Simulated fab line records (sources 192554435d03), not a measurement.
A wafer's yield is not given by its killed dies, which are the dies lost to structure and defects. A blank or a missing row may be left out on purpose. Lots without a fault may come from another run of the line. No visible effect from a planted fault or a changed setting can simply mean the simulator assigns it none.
Chamber matching | flow n5-finfet | 4 sister chambers for N5_GATE_CUT_CMP_43 on cmp-01
The step polishes SiO2. 8 wafers are shown with their chamber, then 7 later ones without.

WAFERS, EACH WITH ITS CHAMBER
wafer  | chamber | motor-current-A (A) | edge-zone-pressure-frac
L084.6 | 1       | 11.9                | 0.999
L085.4 | 1       | 12.2                | 1.000
L085.6 | 3       | 12.2                | 1.009
L088.2 | 0       | 12.9                | 1.002
L088.3 | 2       | 10.0                | 0.996
L088.5 | 3       | 11.7                | 0.998
L094.2 | 0       | 11.7                | 1.002
L094.3 | 2       | 10.6                | 0.996

WAFERS WHOSE CHAMBER IS MISSING
wafer  | motor-current-A (A) | edge-zone-pressure-frac
L094.4 | 12.9                | 1.004
L095.1 | 11.5                | 1.001
L095.3 | 12.6                | 1.001
L095.4 | 11.6                | 0.999
L096.2 | 12.2                | 1.000
L096.3 | 12.5                | 0.996
L096.6 | 12.9                | 0.995

WHICH CHAMBER EACH ONE RAN IN
wafer  | from the rows above               | in truth
L094.4 | can't be placed: 0 or 3 or 1      | 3
L095.1 | can't be placed: 3 or 1 or 0 or 2 | 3
L095.3 | can't be placed: 0 or 1 or 3      | 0
L095.4 | can't be placed: 1 or 3 or 0 or 2 | 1
L096.2 | can't be placed: 1 or 0 or 3      | 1
L096.3 | can't be placed: 1 or 0 or 3      | 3
L096.6 | can't be placed: 1 or 0 or 3      | 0
Correctly placed: 0 of 7. Cannot be placed on the basis of these rows: 7; the candidates contain the true chamber in 7. Number placed wrongly: 0.
How it was worked out, from the rows above alone: a wafer's distance from a chamber is the root of the sum, over the readings, of the square of ((its reading less the chamber's mean) divided by the reading's scatter). The wafer belongs to the nearest chamber; if the next one is less than 2 further off, it can't be placed. A chamber's mean is the mean of its shown wafers. The scatter: take each reading less its chamber's mean, square it, sum over the shown wafers, divide by the number of wafers less the number of chambers, and take the root.
